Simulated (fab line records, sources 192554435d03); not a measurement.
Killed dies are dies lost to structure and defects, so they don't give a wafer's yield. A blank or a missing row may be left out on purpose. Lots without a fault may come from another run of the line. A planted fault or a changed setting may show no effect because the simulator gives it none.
Chamber matching | flow n5_finfet | N5_BEOL_M8_STRIP_36 on rie_diel-06: 4 sister chambers
The step strips in N2/H2. 8 wafers are shown with their chamber, then 9 later ones without.

WAFERS WITH THEIR CHAMBER
wafer  | chamber | throttle_valve_pct (%) | showerhead_plenum_p_Torr (Torr)
L084.3 | 1       | 23.34                  | 2.69
L084.4 | 2       | 23.79                  | 2.60
L085.1 | 3       | 24.29                  | 2.52
L085.4 | 0       | 23.88                  | 2.65
L085.5 | 3       | 24.33                  | 2.52
L086.1 | 1       | 23.37                  | 2.69
L086.2 | 2       | 23.78                  | 2.60
L086.5 | 0       | 23.89                  | 2.64

WAFERS WITHOUT THEIR CHAMBER
wafer  | throttle_valve_pct (%) | showerhead_plenum_p_Torr (Torr)
L087.3 | 23.87                  | 2.64
L087.4 | 23.37                  | 2.69
L087.6 | 23.35                  | 2.69
L091.1 | 23.82                  | 2.59
L091.3 | 24.32                  | 2.51
L091.4 | 23.90                  | 2.64
L096.2 | 23.37                  | 2.68
L096.3 | 23.81                  | 2.59
L096.4 | 24.30                  | 2.51

WHICH CHAMBER EACH WENT THROUGH
wafer  | from the rows above | in truth
L087.3 | 0                   | 0
L087.4 | 1                   | 1
L087.6 | 1                   | 1
L091.1 | 2                   | 2
L091.3 | 3                   | 3
L091.4 | 0                   | 0
L096.2 | 1                   | 1
L096.3 | 2                   | 2
L096.4 | 3                   | 3
Placed correctly: 9 of 9. Can't be placed from these rows: 0. Placed wrongly: 0.
How it was worked out, from the rows above alone: a wafer's distance from a chamber is the root of the sum, over the readings, of the square of ((its reading less the chamber's mean) divided by the reading's scatter). The wafer belongs to the nearest chamber; if the next one is less than 2 further off, it can't be placed. A chamber's mean is the mean of its shown wafers. The scatter: the root of (the sum of the squares of (reading less its chamber's mean) over the shown wafers, divided by (wafers less chambers)).
